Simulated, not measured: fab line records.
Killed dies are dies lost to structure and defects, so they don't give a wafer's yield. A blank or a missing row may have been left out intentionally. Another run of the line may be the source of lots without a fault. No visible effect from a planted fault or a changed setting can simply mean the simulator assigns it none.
Matching of chambers :: flow n5 finfet :: rie diel-05 running N5_BEOL_M10_STRIP_36: 4 sister chambers
The step strips in N2/H2. 14 wafers are shown with their chamber, then 7 later ones without.

== WAFERS WITH THEIR CHAMBER ==
wafer: L075.2
chamber: 0
drypump motor current A (A): 6.3
showerhead plenum p Torr (Torr): 2.41
oes product au (a.u.): 0.76

wafer: L075.5
chamber: 1
drypump motor current A (A): 4.9
showerhead plenum p Torr (Torr): 2.52
oes product au (a.u.): 0.68

wafer: L075.6
chamber: 0
drypump motor current A (A): 6.3
showerhead plenum p Torr (Torr): 2.41
oes product au (a.u.): 0.78

wafer: L077.1
chamber: 2
drypump motor current A (A): 5.9
showerhead plenum p Torr (Torr): 2.46
oes product au (a.u.): 0.83

wafer: L077.3
chamber: 0
drypump motor current A (A): 6.3
showerhead plenum p Torr (Torr): 2.40
oes product au (a.u.): 0.77

wafer: L077.6
chamber: 0
drypump motor current A (A): 6.3
showerhead plenum p Torr (Torr): 2.40
oes product au (a.u.): 0.77

wafer: L078.1
chamber: 1
drypump motor current A (A): 4.9
showerhead plenum p Torr (Torr): 2.52
oes product au (a.u.): 0.71

wafer: L078.2
chamber: 0
drypump motor current A (A): 6.3
showerhead plenum p Torr (Torr): 2.40
oes product au (a.u.): 0.77

wafer: L078.3
chamber: 2
drypump motor current A (A): 6.0
showerhead plenum p Torr (Torr): 2.46
oes product au (a.u.): 0.82

wafer: L078.4
chamber: 3
drypump motor current A (A): 5.6
showerhead plenum p Torr (Torr): 2.59
oes product au (a.u.): 0.98

wafer: L078.5
chamber: 0
drypump motor current A (A): 6.3
showerhead plenum p Torr (Torr): 2.40
oes product au (a.u.): 0.77

wafer: L078.6
chamber: 3
drypump motor current A (A): 5.6
showerhead plenum p Torr (Torr): 2.59
oes product au (a.u.): 1.00

wafer: L080.3
chamber: 1
drypump motor current A (A): 4.9
showerhead plenum p Torr (Torr): 2.51
oes product au (a.u.): 0.68

wafer: L080.4
chamber: 0
drypump motor current A (A): 6.3
showerhead plenum p Torr (Torr): 2.40
oes product au (a.u.): 0.76

SIGNATURES (means of the wafers above)
reading: drypump motor current A
chamber 0: 6.300
chamber 1: 4.900
chamber 2: 5.950
chamber 3: 5.600
scatter within a chamber: 0.0224

reading: showerhead plenum p Torr
chamber 0: 2.4029
chamber 1: 2.5167
chamber 2: 2.4600
chamber 3: 2.5900
scatter within a chamber: 0.00458

reading: oes product au
chamber 0: 0.7686
chamber 1: 0.6900
chamber 2: 0.8250
chamber 3: 0.9900
scatter within a chamber: 0.0107
Rule: for a wafer and a chamber, the distance is found by dividing, reading by reading, the gap between the wafer's reading and the chamber's mean by the reading's scatter, squaring, summing and taking the root. The wafer belongs to the nearest chamber; if the next one is less than 2 further off, it can't be placed. How the scatter is found: for the shown wafers, subtract from each reading the mean of its chamber, square and add these, divide the total by (wafers less chambers), then take the root.

== WAFERS WITHOUT THEIR CHAMBER ==
wafer: L080.5
drypump motor current A (A): 6.0
showerhead plenum p Torr (Torr): 2.46
oes product au (a.u.): 0.82

wafer: L081.2
drypump motor current A (A): 5.9
showerhead plenum p Torr (Torr): 2.46
oes product au (a.u.): 0.82

wafer: L081.3
drypump motor current A (A): 5.6
showerhead plenum p Torr (Torr): 2.59
oes product au (a.u.): 0.97

wafer: L081.5
drypump motor current A (A): 4.9
showerhead plenum p Torr (Torr): 2.51
oes product au (a.u.): 0.68

wafer: L095.1
drypump motor current A (A): 5.9
showerhead plenum p Torr (Torr): 2.44
oes product au (a.u.): 0.78

wafer: L095.2
drypump motor current A (A): 6.3
showerhead plenum p Torr (Torr): 2.39
oes product au (a.u.): 0.75

wafer: L095.4
drypump motor current A (A): 5.9
showerhead plenum p Torr (Torr): 2.44
oes product au (a.u.): 0.77

== WHICH CHAMBER EACH ONE RAN IN ==
wafer: L080.5
from the rows above: 2
in truth: 2

wafer: L081.2
from the rows above: 2
in truth: 2

wafer: L081.3
from the rows above: 3
in truth: 3

wafer: L081.5
from the rows above: 1
in truth: 1

wafer: L095.1
from the rows above: 2
in truth: 2

wafer: L095.2
from the rows above: 0
in truth: 0

wafer: L095.4
from the rows above: 2
in truth: 2
Correct placement for 7 of the 7. Left unplaced by these rows: 0. Placed wrongly: 0.
